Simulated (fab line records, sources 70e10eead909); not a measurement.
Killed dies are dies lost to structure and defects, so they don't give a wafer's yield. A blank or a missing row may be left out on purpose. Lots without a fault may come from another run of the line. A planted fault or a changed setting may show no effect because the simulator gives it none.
fab line records | flow nand_harc
record lots=6 wafers=18 last_day=24
route steps=1159 shown A_STAIRCASE@663 END@1159
lots that met no fault: from a run of the same line without faults
start_h: hours from the record's first day to the start of the lot's first wafer shown | wait_h: hours since the lot's step before | " the same as in the row above | L1.1+2: a row that stands for several wafers | - no value, or no start given | * or withheld: withheld | < > ~ a bound
route shown NAME@n: a module of which the file shows steps, and the number in the route of the first | usual: mean/standard deviation of fault-free wafers | same: alike in all rows | chamber/n: place in a boat | sites: the reading at each site | _std_site: their standard deviation | _edge_site: outer sites' mean less inner sites' | radius_mm: how far each site lies from the wafer's centre | mask NAME#n: copy n | behind: the tool/chamber that last shaped the wafer | hold: why the lot was held/for how many hours/how that ended | device: the transistor (n, p or np) that didn't switch | end of line: the same wafers' tests at the end of the route | a step without rows: its recipe alone | killed: dies lost to structure and defects at the first sort, not the wafer's yield | map: a wafer's dies, x killed, . not, _ none there
set.NAME: the setting as run; set.NAME@STEP: as run at that earlier step | model.NAME: the simulator's own value behind a step, which no gauge read
lots at some steps of the route; a table a step, a row a wafer
services: from which hour (start_h, from the record's first day; less than 0 if before it) a tool's chamber was out of use, for how many hours, and why
## steps
# step NHARC_A_STAIRCASE_HARDBAKE_290
# recipe temp_c=120 time_s=140
# step NHARC_A_STAIRCASE_DESCUM_291
# recipe time_s=3 o2_flow_sccm=200 ar_flow_sccm=0 bias_power_w=0 chemistry=O2
# usual drypump_motor_current_A=5.8/0.61 oes_product_au=1.002/0.013 rf_vpp_V=57.8/0.94 showerhead_plenum_p_Torr=1.93/0.11 throttle_valve_pct=11.310/0.009
# columns lot.wafer tool chamber start_h wait_h drypump_motor_current_A oes_product_au rf_hours_counter_h rf_vpp_V showerhead_plenum_p_Torr throttle_valve_pct
L424.4 rie_diel-03 1 247.91 - 5.2 1.001 9 58.0 1.86 11.323
L424.5 " 2 " " 5.5 1.009 - 57.9 2.05 11.309
L424.6 " 3 " " 5.6 1.005 - 57.2 1.79 11.320
L427.1 rie_diel-02 0 264.61 - 4.9 0.993 41 57.7 2.06 11.308
L427.2 " 1 " " 6.6 1.005 41 57.9 2.00 11.305
L427.5 " 2 " " 6.8 0.987 - 57.9 1.95 11.311
L436.4 rie_diel-11 3 333.62 - 5.3 0.979 - 58.8 1.80 11.319
L436.5 " 0 " " 6.9 0.999 - 58.5 2.06 11.311
L436.6 " 1 " " 5.5 0.971 - 57.1 1.79 11.301
L438.4 rie_diel-03 2 337.52 - 5.5 1.010 34 56.8 2.05 11.318
L438.3 " 0 " " 5.7 1.004 44 59.7 2.04 11.296
L438.6 " 2 " " 5.5 1.012 - 58.3 2.05 11.314
L446.1 rie_diel-02 0 380.40 - 4.9 1.004 16 59.7 2.05 11.309
L446.3 " 2 " " 6.7 1.017 14 57.7 1.94 11.312
L446.2 " 3 " " 5.5 1.006 16 56.7 1.84 11.302
L445.4 rie_diel-03 2 382.19 - 5.5 1.008 49 58.6 2.04 11.309
L445.3 " 3 " " 5.5 1.003 64 57.1 1.78 11.303
L445.6 " 2 " " 5.5 1.016 - 57.2 2.04 11.321
# step NHARC_A_STAIRCASE_ETCH_292
# recipe cf4_flow_sccm=100 chf3_flow_sccm=30 ar_flow_sccm=0 rf_w=500 bias_w=200 chemistry=CF4/CHF3
# step NHARC_A_STAIRCASE_HM_OPEN_460
# recipe o2_flow_sccm=400 cos_flow_sccm=20 ar_flow_sccm=0 rf_w=500 bias_w=300 chemistry=O2/COS
# usual drypump_motor_current_A=5.8/0.63 oes_product_au=1.001/0.013 rf_vpp_V=468/3.6 showerhead_plenum_p_Torr=3.16/0.17 throttle_valve_pct=28.331/0.01
# columns lot.wafer tool chamber start_h wait_h drypump_motor_current_A oes_product_au rf_hours_counter_h rf_vpp_V showerhead_plenum_p_Torr throttle_valve_pct
L424.4 rie_diel-03 0 - - 5.7 1.009 9 471 3.34 28.354
L424.5 " 1 " " 5.2 0.993 - 465 3.05 28.355
L424.6 " 2 " " 5.5 1.007 - 473 3.34 28.333
L427.2 rie_diel-02 1 - - 6.6 0.998 41 470 3.25 28.334
L427.1 " 2 " " 6.8 0.979 43 468 3.18 28.332
L427.5 " 0 " " 4.9 0.989 - 473 3.35 28.326
L436.4 rie_diel-11 3 - - 5.4 0.975 - 464 2.95 28.317
L436.6 " 0 " " 6.9 0.998 - 473 3.35 28.325
L436.5 " 1 " " 5.4 0.977 - 462 2.93 28.343
L438.4 rie_diel-03 2 - - 5.5 1.018 34 471 3.32 28.332
L438.3 " 0 " " 5.7 1.009 44 471 3.32 28.336
L438.6 " 1 " " 5.2 1.008 - 465 3.04 28.326
L446.2 rie_diel-02 1 - - 6.6 0.988 16 470 3.23 28.332
L446.1 " 3 " " 5.5 1.011 17 465 3.01 28.343
L446.3 " 0 " " 4.9 0.998 17 471 3.33 28.318
L445.3 rie_diel-03 1 - - 5.2 1.002 49 465 3.03 28.311
L445.4 " 3 " " 5.6 1.010 65 463 2.91 28.335
L445.6 " 1 " " 5.2 1.002 - 465 3.03 28.317
# step NHARC_A_STAIRCASE_STRIP_461
# recipe o2_flow_sccm=400 cos_flow_sccm=20 ar_flow_sccm=0 bias_w=0 chemistry=O2/COS
# step NHARC_A_STAIRCASE_ETCH_452
# recipe target_depth_a=300 overetch_a=30 time_s=16.5 ion_energy_ev=100 cf4_flow_sccm=80 o2_flow_sccm=20 ar_flow_sccm=0 rf_w=300 bias_w=100 chemistry=CF4/O2
# usual cf4_flow_sccm=80.00/0.23 drypump_motor_current_A=5.8/0.63 oes_product_au=1.001/0.013 rf_vpp_V=198.1/1.8 showerhead_plenum_p_Torr=1.35/0.074 throttle_valve_pct=13.397/0.0094
# columns lot.wafer tool chamber start_h wait_h cf4_flow_sccm drypump_motor_current_A oes_product_au rf_hours_counter_h rf_vpp_V showerhead_plenum_p_Torr throttle_valve_pct
L424.4 rie_diel-03 3 - - 79.96 5.6 1.001 10 196.9 1.25 13.407
L424.6 " 0 " " 80.23 5.7 1.005 - 199.2 1.43 13.396
L424.5 " 1 " " 80.07 5.2 0.994 - 195.6 1.30 13.404
L427.2 rie_diel-02 0 - - 80.44 4.9 0.985 41 201.5 1.44 13.398
L427.1 " 3 " " 80.15 5.5 1.022 42 197.5 1.29 13.399
L427.5 " 1 " " 80.05 6.6 1.004 - 198.8 1.39 13.387
L436.6 rie_diel-11 3 - - 79.61 5.3 0.989 - 197.2 1.26 13.404
L436.4 " 0 " " 79.84 6.8 0.990 - 199.5 1.44 13.396
L436.5 " 1 " " 80.03 5.5 0.977 - 195.3 1.25 13.398
L438.4 rie_diel-03 3 - - 80.24 5.6 0.993 46 196.7 1.25 13.392
L438.3 " 0 " " 79.83 5.6 1.014 45 198.4 1.42 13.393
L438.6 " 2 " " 80.26 5.5 1.030 - 199.1 1.43 13.404
L446.2 rie_diel-02 1 - - 80.19 6.6 1.003 16 198.9 1.38 13.394
L446.1 " 2 " " 80.32 6.7 1.008 15 197.5 1.35 13.399
L446.3 " 0 " " 80.04 4.9 1.005 18 198.1 1.43 13.411
L445.3 rie_diel-03 2 - - 79.61 5.5 1.011 50 199.9 1.42 13.394
L445.4 " 1 " " 79.80 5.2 0.989 49 197.2 1.29 13.393
L445.6 " 2 " " 79.65 5.5 1.016 - 199.3 1.42 13.398
# step NHARC_A_STAIRCASE_ETCH_294
# recipe target_depth_a=49920 time_s=1212.4 ion_energy_ev=800 c4f8_flow_sccm=80 o2_flow_sccm=60 ar_flow_sccm=withheld rf_w=600 bias_w=3000 chemistry=C4F8/O2/Ar
# usual oes_product_au=0.934/0.013 rf_vpp_V=1830/14
# columns lot.wafer tool chamber start_h wait_h oes_product_au rf_hours_counter_h rf_vpp_V
L424.4 rie_diel-03 2 - - 0.936 11 1843
L424.5 " 2 " " 0.933 - 1843
L424.6 " 3 " " 0.942 - 1811
L427.1 rie_diel-02 3 - - 0.966 42 1818
L427.2 " 0 " " 0.920 41 1844
L427.5 " 3 " " 0.966 - 1819
L436.4 rie_diel-11 0 - - 0.928 - 1845
L436.5 " 1 " " 0.904 - 1809
L436.6 " 3 " " 0.910 - 1813
L438.3 rie_diel-03 3 - - 0.930 46 1810
L438.4 " 0 " " 0.950 45 1843
L438.6 " 0 " " 0.935 - 1842
L446.2 rie_diel-02 0 - - 0.931 18 1844
L446.3 " 2 " " 0.944 15 1831
L446.1 " 3 " " 0.931 17 1818
L445.3 rie_diel-03 0 - - 0.933 62 1842
L445.4 " 1 " " 0.928 50 1820
L445.6 " 0 " " 0.924 - 1842
# step NHARC_A_STAIRCASE_STRIP_295
# recipe o2_flow_sccm=500 ar_flow_sccm=0 bias_w=0 chemistry=O2
# step NHARC_A_STAIRCASE_STRIP_296
# recipe time_s=900 temp_c=130 chemistry=SPM
# step NHARC_A_STAIRCASE_PRECLEAN_297
# recipe time_s=* temp_c=50 bath_age_min=0 chemistry=SC1
# step NHARC_A_STAIRCASE_SRD_298
# step NHARC_A_STAIRCASE_HM_DEP_462
# recipe target_thk_a=8000 temp_c=400 material=aC
# usual susceptor_temp_C=400.00/0.24 throttle_valve_pct=35.000/0.0089
# columns lot.wafer tool chamber start_h wait_h susceptor_temp_C throttle_valve_pct
L424.4 acl_dep-02 0 251.49 1.2 400.09 35.014
L424.5 " 0 " " 400.05 35.000
L424.6 " 0 " " 399.90 34.983
L427.1 acl_dep-03 0 266.84 0.1 - 34.997
L427.2 " 0 " " - 34.991
L427.5 " 0 " " - 34.994
L436.4 acl_dep-02 - 338.16 1.9 - -
L436.5 " - " " - -
L436.6 " - " " - -
L438.3 acl_dep-02 - 340.56 0.7 - -
L438.4 " - " " - -
L438.6 " - " " - -
L446.1 acl_dep-01 0 384.09 0.1 399.98 35.001
L446.2 " 0 " " 399.97 35.007
L446.3 " 0 " " 399.67 35.013
L445.3 acl_dep-02 0 385.64 1.0 399.77 34.992
L445.4 " 0 " " 399.41 35.004
L445.6 " 0 " " 399.95 35.005
# step NHARC_A_STAIRCASE_DEP_301
# recipe target_thk_a=300 target_thk_nm=30 temp_c=400 pressure_torr=3.5 flow_sccm=200 rf_w=350 material=SiON
# usual chamber_pressure_Torr=3.499/0.0074 heater_power_outer_w=431/54 heater_power_w=708/69
# columns lot.wafer tool chamber start_h wait_h chamber_pressure_Torr heater_power_outer_w heater_power_w
L424.6 pecvd-03 1 252.55 0.1 3.496 422 690
L424.4 " 2 " " 3.492 488 812
L424.5 " 0 " " 3.496 463 759
L427.1 pecvd-04 1 268.90 1.8 3.493 415 646
L427.2 " 2 " " 3.496 420 696
L427.5 " 2 " " 3.495 426 715
L436.6 pecvd-03 1 339.18 0.1 3.491 416 689
L436.5 " 2 " " 3.503 387 618
L436.4 " 0 " " 3.499 384 645
L438.3 pecvd-03 0 341.83 1.0 3.487 360 620
L438.6 " 1 " " 3.503 470 749
L438.4 " 0 " " 3.502 365 631
L446.3 pecvd-02 1 386.69 1.7 3.503 472 797
L446.2 " 2 " " 3.508 312 566
L446.1 " 0 " " 3.504 499 791
L445.3 pecvd-03 2 387.20 1.3 3.510 443 721
L445.4 " 1 " " 3.495 421 682
L445.6 " 2 " " 3.511 438 710
# step NHARC_END_SORT_01
# recipe temp_c=25
# usual killed_at_array=26/8.4 killed_at_other=0.7/0.97 killed_at_periphery=3.2/2.2 killed_dies=30/8.5 killed_open=3.4/2 killed_short=2/1.3
# same gross_dies=677
# columns lot.wafer tool chamber start_h wait_h killed_at_array killed_at_other killed_at_periphery killed_dies killed_open killed_short
L438.3 prober-02 0 514.67 3.1 676 0 1 677 1 0
L438.4 prober-02 0 515.45 3.4 674 1 2 677 1 1
L438.6 prober-02 0 517.02 3.9 675 2 0 677 2 0
L436.4 prober-01 0 515.53 3.4 677 0 0 677 0 0
L436.5 prober-01 0 516.34 3.8 676 0 1 677 1 0
L436.6 prober-01 0 517.16 4.1 677 0 0 677 0 0
L446.1 prober-02 0 563.52 2.5 31 0 4 35 2 2
L446.2 prober-02 0 564.33 2.8 35 0 3 38 2 1
L446.3 prober-02 0 565.14 3.1 39 1 2 42 5 1
L445.3 prober-02 0 577.48 3.1 22 0 3 25 3 4
L445.4 prober-02 0 578.28 3.4 31 1 0 32 2 3
L445.6 prober-02 0 579.89 4.0 34 0 2 36 3 0
# killed by level:class
L438.3 A_STAIRCASE:lost_pattern=671 A_CHANNEL_HOLE_D1:chamber_film_flake=4 A_CONTACT:geometric_particle:open=1 P_BONDPAD:chamber_film_flake=1
L438.4 A_STAIRCASE:lost_pattern=666 A_CHANNEL_HOLE_D1:chamber_film_flake=5 P_GATE:geometric_particle:open=1 A_CHANNEL_FILL_D1:geometric_particle:short=1 P_GATE:chamber_film_flake=1 A_SLIT:chamber_film_flake=1 A_M1:chamber_film_flake=1 THIN_TSV:chamber_film_flake=1
L436.4 A_STAIRCASE:lost_pattern=671 A_CHANNEL_HOLE_D1:chamber_film_flake=3 A_SLIT:chamber_film_flake=2 A_STAIRCASE:chamber_film_flake=1
L436.5 A_STAIRCASE:lost_pattern=669 A_CHANNEL_HOLE_D1:chamber_film_flake=3 A_CONTACT:geometric_particle:open=1 P_GATE:chamber_film_flake=1 A_SLIT:chamber_film_flake=1 A_M1:chamber_film_flake=1 A_CONTACT:chamber_film_flake=1
L438.6 A_STAIRCASE:lost_pattern=668 A_CHANNEL_HOLE_D1:chamber_film_flake=3 THIN_TSV:chamber_film_flake=2 A_SGD_CUT:geometric_particle:open=1 A_CONTACT:geometric_particle:open=1 A_WL_FILL:chamber_film_flake=1 A_M1:chamber_film_flake=1
L436.6 A_STAIRCASE:lost_pattern=674 A_CHANNEL_HOLE_D1:chamber_film_flake=1 A_SLIT:chamber_film_flake=1 A_M1:chamber_film_flake=1
L446.1 A_CHANNEL_HOLE_D1:chamber_film_flake=18 A_CONTACT:chamber_film_flake=5 P_ZERO_WELL:chamber_film_flake=2 A_STAIRCASE:chamber_film_flake=2 A_WL_FILL:chamber_film_flake=2 P_STI:geometric_particle:short=1 A_ONON_D1:geometric_particle:open=1 A_WL_FILL:geometric_particle:short=1
L446.2 A_CHANNEL_HOLE_D1:chamber_film_flake=22 A_CONTACT:chamber_film_flake=6 P_ZERO_WELL:chamber_film_flake=3 A_SLIT:chamber_film_flake=2 A_ONON_D1:geometric_particle:open=1 A_SGD_CUT:geometric_particle:short=1 A_M0:geometric_particle:open=1 A_CHANNEL_FILL_D1:chamber_film_flake=1
L446.3 A_CHANNEL_HOLE_D1:chamber_film_flake=25 A_CONTACT:chamber_film_flake=7 A_ONON_D1:geometric_particle:open=2 P_ZERO_WELL:chamber_film_flake=2 A_WL_FILL:geometric_particle:open=1 A_WL_FILL:geometric_particle:short=1 A_BLC:geometric_particle:open=1 A_M0:geometric_particle:open=1
L445.3 A_SLIT:chamber_film_flake=5 A_SGD_CUT:chamber_film_flake=4 A_CONTACT:geometric_particle:short=2 A_CHANNEL_HOLE_D1:chamber_film_flake=2 A_STAIRCASE:chamber_film_flake=2 A_CONTACT:chamber_film_flake=2 P_GATE:geometric_particle:short=1 P_M2:geometric_particle:short=1
L445.4 A_SLIT:chamber_film_flake=14 A_CHANNEL_HOLE_D1:chamber_film_flake=6 A_SGD_CUT:chamber_film_flake=4 A_CHANNEL_FILL_D1:geometric_particle:short=1 A_CHANNEL_FILL_D1:geometric_particle:open=1 A_CONTACT:geometric_particle:open=1 A_M0:geometric_particle:short=1 STARTING-WAFER:geometric_particle:short=1
L445.6 A_SLIT:chamber_film_flake=19 A_CHANNEL_HOLE_D1:chamber_film_flake=4 A_STAIRCASE:chamber_film_flake=4 A_CONTACT:geometric_particle:open=2 P_ZERO_WELL:chamber_film_flake=2 A_SGD_CUT:chamber_film_flake=2 A_SOURCE_PLATE:geometric_particle:open=1 A_ZERO_WELL:chamber_film_flake=1
# map L436.4 (x killed, . not)
____________x____________
_________xxxxxxx_________
_______xxxxxxxxxxx_______
______xxxxxxxxxxxxx______
_____xxxxxxxxxxxxxxx_____
____xxxxxxxxxxxxxxxxx____
____xxxxxxxxxxxxxxxxx____
___xxxxxxxxxxxxxxxxxxx___
___xxxxxxxxxxxxxxxxxxx___
__xxxxxxxxxxxxxxxxxxxxx__
__xxxxxxxxxxxxxxxxxxxxx__
_xxxxxxxxxxxxxxxxxxxxxxx_
_xxxxxxxxxxxxxxxxxxxxxxx_
_xxxxxxxxxxxxxxxxxxxxxxx_
_xxxxxxxxxxxxxxxxxxxxxxx_
_xxxxxxxxxxxxxxxxxxxxxxx_
xxxxxxxxxxxxxxxxxxxxxxxxx
xxxxxxxxxxxxxxxxxxxxxxxxx
xxxxxxxxxxxxxxxxxxxxxxxxx
xxxxxxxxxxxxxxxxxxxxxxxxx
xxxxxxxxxxxxxxxxxxxxxxxxx
_xxxxxxxxxxxxxxxxxxxxxxx_
_xxxxxxxxxxxxxxxxxxxxxxx_
_xxxxxxxxxxxxxxxxxxxxxxx_
_xxxxxxxxxxxxxxxxxxxxxxx_
_xxxxxxxxxxxxxxxxxxxxxxx_
__xxxxxxxxxxxxxxxxxxxxx__
__xxxxxxxxxxxxxxxxxxxxx__
___xxxxxxxxxxxxxxxxxxx___
___xxxxxxxxxxxxxxxxxxx___
____xxxxxxxxxxxxxxxxx____
____xxxxxxxxxxxxxxxxx____
_____xxxxxxxxxxxxxxx_____
______xxxxxxxxxxxxx______
_______xxxxxxxxxxx_______
_________xxxxxxx_________
____________x____________
# map L438.3 (x killed, . not)
____________x____________
_________xxxxxxx_________
_______xxxxxxxxxxx_______
______xxxxxxxxxxxxx______
_____xxxxxxxxxxxxxxx_____
____xxxxxxxxxxxxxxxxx____
____xxxxxxxxxxxxxxxxx____
___xxxxxxxxxxxxxxxxxxx___
___xxxxxxxxxxxxxxxxxxx___
__xxxxxxxxxxxxxxxxxxxxx__
__xxxxxxxxxxxxxxxxxxxxx__
_xxxxxxxxxxxxxxxxxxxxxxx_
_xxxxxxxxxxxxxxxxxxxxxxx_
_xxxxxxxxxxxxxxxxxxxxxxx_
_xxxxxxxxxxxxxxxxxxxxxxx_
_xxxxxxxxxxxxxxxxxxxxxxx_
xxxxxxxxxxxxxxxxxxxxxxxxx
xxxxxxxxxxxxxxxxxxxxxxxxx
xxxxxxxxxxxxxxxxxxxxxxxxx
xxxxxxxxxxxxxxxxxxxxxxxxx
xxxxxxxxxxxxxxxxxxxxxxxxx
_xxxxxxxxxxxxxxxxxxxxxxx_
_xxxxxxxxxxxxxxxxxxxxxxx_
_xxxxxxxxxxxxxxxxxxxxxxx_
_xxxxxxxxxxxxxxxxxxxxxxx_
_xxxxxxxxxxxxxxxxxxxxxxx_
__xxxxxxxxxxxxxxxxxxxxx__
__xxxxxxxxxxxxxxxxxxxxx__
___xxxxxxxxxxxxxxxxxxx___
___xxxxxxxxxxxxxxxxxxx___
____xxxxxxxxxxxxxxxxx____
____xxxxxxxxxxxxxxxxx____
_____xxxxxxxxxxxxxxx_____
______xxxxxxxxxxxxx______
_______xxxxxxxxxxx_______
_________xxxxxxx_________
____________x____________
## services
# columns tool chamber start_h hours kind
rie_diel-03 0 224.54 - clean
rie_diel-03 1 224.54 - clean
rie_diel-03 2 224.54 - clean
rie_diel-03 3 224.54 - clean
acl_dep-03 - 225.48 13.0 pm
rie_diel-02 3 238.15 6.9 repair
pecvd-04 - 239.60 1.4 repair
rie_diel-03 0 249.55 - clean
rie_diel-03 1 249.55 - clean
rie_diel-03 2 249.55 - clean
pecvd-02 1 264.00 11.9 repair
pecvd-02 2 266.49 17.9 repair
pecvd-03 - 292.35 13.0 pm
acl_dep-01 - 295.72 13.0 pm
rie_diel-11 0 306.26 16.5 repair
rie_diel-11 1 308.35 5.1 repair
rie_diel-03 2 312.97 20.5 repair
rie_diel-02 - 327.80 9.0 pm
pecvd-03 - 334.11 1.5 repair
pecvd-02 - 334.12 13.0 pm
pecvd-04 0 338.98 8.1 repair
acl_dep-02 - 348.96 13.0 pm
rie_diel-11 - 368.22 9.0 pm
pecvd-04 - 376.19 13.0 pm
## key
first_sign step=NHARC_A_STAIRCASE_HM_DEP_462 reading=tool_record direction=missing
effect step=NHARC_END_SORT_01 reading=killed_at_array direction=up sigmas=77 usual=26 struck=676
met_at NHARC_A_STAIRCASE_HM_DEP_462
struck_wafers L436.4,L436.5,L436.6,L438.3,L438.4,L438.6
later_rows_left_out L436.4,L436.5,L436.6,L438.3,L438.4,L438.6
tester_left_out L436,L438
onset_between 251.49 338.16
fault kind=skipped_step_whole tool=acl_dep-02 chamber=- onset_h=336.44 steps=NHARC_A_STAIRCASE_HM_DEP_462 scope=struck_lots_only
# tester_left_out: of these lots the tester's yield and bins aren't shown, on N5 and GAA mostly nor the transistor test; their killed dies are dies lost to structure and defects alone, not to doping, threshold or leakage, so they don't give the yield
# later_rows_left_out: the simulator's readings of these wafers behind a module that went badly wrong aren't trusted and aren't shown, but for the sort
